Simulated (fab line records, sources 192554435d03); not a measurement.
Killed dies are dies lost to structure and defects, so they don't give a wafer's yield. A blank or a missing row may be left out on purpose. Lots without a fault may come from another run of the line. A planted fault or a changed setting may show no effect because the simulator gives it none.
Split-lot experiment | flow n5_finfet | 7 lots, 21 wafers read, on a route of 1938 steps

THE SPLIT
At N5_BEOL_M7_ETCH_66 (etches SOC in N2/H2, target depth 80 nm, overetch 16 nm, time 120 s), the setting bias_w was moved away from the recipe's 150 W on 10 of the 21 wafers read, by +6.3% to +15.7%. The other wafers ran this setting at the recipe's value.

The reading is taken at the split's own step.

THE READING
rf_vpp_V, in V, at N5_BEOL_M7_ETCH_66 (etches SOC in N2/H2, target depth 80 nm, overetch 16 nm, time 120 s). Fault-free wafers of this fab line usually give 523.4 V, standard deviation 2.2 V.

wafer  | tool, chamber at the split | bias_w as run, W | against the recipe | rf_vpp_V, V | against lot-mates on the recipe
L075.4 | rie_diel-02, 1             | 167.4            | +11.6%             | 566.0       | +36.8
L075.5 | rie_diel-02, 0             | 167.4            | +11.6%             | 560.0       | +30.8
L075.6 | rie_diel-02, 1             | 150              | recipe             | 529.2       | -
L080.2 | rie_diel-05, 2             | 150              | recipe             | 522.9       | -
L080.4 | rie_diel-05, 0             | 167.4            | +11.6%             | 559.1       | +36.2
L080.6 | rie_diel-05, 3             | 167.4            | +11.6%             | 560.3       | +37.4
L087.1 | rie_diel-04, 1             | 160.9            | +7.3%              | 543.7       | +16.2
L087.2 | rie_diel-04, 2             | 150              | recipe             | 527.0       | -
L087.5 | rie_diel-04, 2             | 150              | recipe             | 528.0       | -
L091.1 | rie_diel-05, 3             | 173.5            | +15.7%             | 573.4       | +50.9
L091.3 | rie_diel-05, 0             | 150              | recipe             | 522.5       | -
L091.5 | rie_diel-05, 0             | 173.5            | +15.7%             | 571.8       | +49.3
L092.2 | rie_diel-05, 2             | 150              | recipe             | 521.1       | -
L092.3 | rie_diel-05, 3             | 159.5            | +6.3%              | 543.2       | +21.4
L092.4 | rie_diel-05, 1             | 150              | recipe             | 522.5       | -
L096.1 | rie_diel-02, 2             | 167.3            | +11.5%             | 561.9       | +38.8
L096.2 | rie_diel-02, 0             | 150              | recipe             | 523.1       | -
L096.5 | rie_diel-02, 1             | 167.3            | +11.5%             | 564.9       | +41.8
L095.1 | rie_diel-04, 2             | 150              | recipe             | 525.0       | -
L095.4 | rie_diel-04, 3             | 150              | recipe             | 528.5       | -
L095.6 | rie_diel-04, 2             | 150              | recipe             | 525.1       | -

THE FIT
A straight line over all 21 wafers: rf_vpp_V changes by +3.12 V for each +1% of bias_w; r = +0.99; the points scatter about the line by 2.8 V.
The same after taking each lot's own level away (the mean of its wafers on the recipe; 21 wafers): +3.18 V for each +1%; r = +0.99; scatter 2.6 V.
On that fit, the largest move of bias_w shifts the reading by 50 V.
The lots' own levels span 521.80 to 529.20 V, that is 3.4 times the standard deviation above.
So the lot-to-lot level changes the slope little: the two slopes agree.
Check: with one of the wafers moved furthest among these (+15.7%) left out of the fit, the line predicts +49.3 V for it against its lot-mates. It came out at +50.9 V against them.
Tool readings at the split's step, against how far the setting was moved: rf_vpp_V r = +0.99.

OTHER SPLITS ON THESE WAFERS
These wafers also went through other splits before the reading. Each is held against what the fit with the lots' levels taken away leaves over:
other split on the same wafers   | wafers away from the commonest value | r with rf_vpp_V (lot level and that fit taken away)
N5_BEOL_M6_TRENCH_ETCH_37 time_s | 7                                    | -0.02
N5_BEOL_M7_DESCUM_33 time_s      | 4                                    | -0.04

THE WHOLE CHAIN: every reading that the file lists as answering this split, in the file's order
step               | what it does                                                        | reading                                                                          | change (the file's fit)                | r (the file's)
N5_BEOL_M7_ETCH_66 | etches SOC in N2/H2, target depth 80 nm, overetch 16 nm, time 120 s | rf_vpp_V                                                                         | +3.14 V for each +1% of the setting    | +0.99
N5_BEOL_M7_ETCH_66 | etches SOC in N2/H2, target depth 80 nm, overetch 16 nm, time 120 s | SiARC_of_BEOL_M7_COAT_64.thk_nm (the simulator's own value, which no gauge read) | -0.0598 nm for each +1% of the setting | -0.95

THE FILE'S OWN FIT
rf_vpp_V changes by +3.14 V for each +1% of bias_w, r = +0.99.
